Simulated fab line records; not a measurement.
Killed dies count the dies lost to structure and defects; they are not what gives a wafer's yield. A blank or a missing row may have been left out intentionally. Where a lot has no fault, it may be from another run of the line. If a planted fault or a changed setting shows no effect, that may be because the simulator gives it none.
The same fault as seen by 2 desks :: flow nand-harc :: numbers are kept per desk, each desk with only its own; the story behind them comes last

== THE DEFECT DESK ==
Per lot, the means of the sampled wafers with a number show what the inspections along the route counted. If a lot's mean is further than 4 standard deviations from the usual mean, the lot is out of limits and carries the mark OUT (the distance appears in the brackets).
Columns: A = raw-defect-count at NHARC_P_GATE_INSPECT_28, usual 6
lot: L834
first seen here: day 5 05:47
A: 5

lot: L836
first seen here: day 5 22:01
A: 4

lot: L837
first seen here: day 6 06:07
A: 7

lot: L839
first seen here: day 6 21:37
A: 6

lot: L841
first seen here: day 8 06:28
A: 5

lot: L848
first seen here: day 11 06:40
A: 3

lot: L847
first seen here: day 11 07:11
A: 5

lot: L854
first seen here: day 13 13:41
A: 5

lot: L855
first seen here: day 13 19:52
A: 5

lot: L856
first seen here: day 14 07:37
A: 4

lot: L857
first seen here: day 14 22:28
A: 8
This desk's finding: nothing out of limits on any of the 11 lots.

== AT THE TOOL OWNER'S DESK: rie-diel-10 ==
The tool's own readings at NHARC_P_GATE_ETCHBACK_37 (etches the open film in CHF3/O2, target depth 34.5 nm, time 17.2 s): means of the sampled wafers that have a number, for each lot that ran on this tool. If a lot's mean is further than 4 standard deviations from the usual mean, the lot is out of limits and carries the mark OUT (the distance appears in the brackets).
Columns: A = drypump-motor-current-A at NHARC_P_GATE_ETCHBACK_37, usual 5.96 A; B = mfc-ar-sccm at NHARC_P_GATE_ETCHBACK_37, usual 199.9 sccm; C = oes-product-au at NHARC_P_GATE_ETCHBACK_37, usual 0.94 a.u.; D = rf-vpp-V at NHARC_P_GATE_ETCHBACK_37, usual 370.8 V; E = run-length-s at NHARC_P_GATE_ETCHBACK_37, usual 38.6 s; F = showerhead-plenum-p-Torr at NHARC_P_GATE_ETCHBACK_37, usual 2.41 Torr; G = throttle-valve-pct at NHARC_P_GATE_ETCHBACK_37, usual 20.572 %
lot: L834
first seen here: day 5 16:41
A: 6.09
B: 199.8
C: 0.93
D: 370.6
E: 38.8
F: 2.40
G: 20.567

lot: L836
first seen here: day 6 08:46
A: 6.11
B: 199.9
C: 0.93
D: 369.5
E: 38.9
F: 2.38
G: 20.571

lot: L841
first seen here: day 8 17:26
A: 6.12
B: 200.1
C: 0.93
D: 370.4
E: 38.7
F: 2.38
G: 20.574

lot: L847
first seen here: day 11 18:36
A: 6.12
B: 200.1
C: 1.00
D: 371.6
E: 42.0 (+6.7) OUT
F: 2.46
G: 20.566
This desk's finding: out of limits on L847; first on L847, day 11 18:36 (run-length-s at NHARC_P_GATE_ETCHBACK_37). L834, L836, L841 stayed within limits.

== TAKEN TOGETHER ==
On L847, at day 11 18:36, an alarm was possible from the tool owner's desk.
No out-of-limits result turned up at the defect desk.
The defect desk has L847 on record, within its limits.
NHARC_P_GATE_ETCHBACK_37 was run on rie-diel-10 by each of the lots named.

== WHAT HAD BEEN PUT IN BY THE SIMULATOR ==
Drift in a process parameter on rie-diel-10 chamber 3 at NHARC_P_GATE_ETCHBACK_37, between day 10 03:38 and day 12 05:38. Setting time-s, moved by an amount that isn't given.
Lots struck among those shown: L847.
Hours from the fault's start to each desk's first reading out of limits: the tool owner's desk, 39.
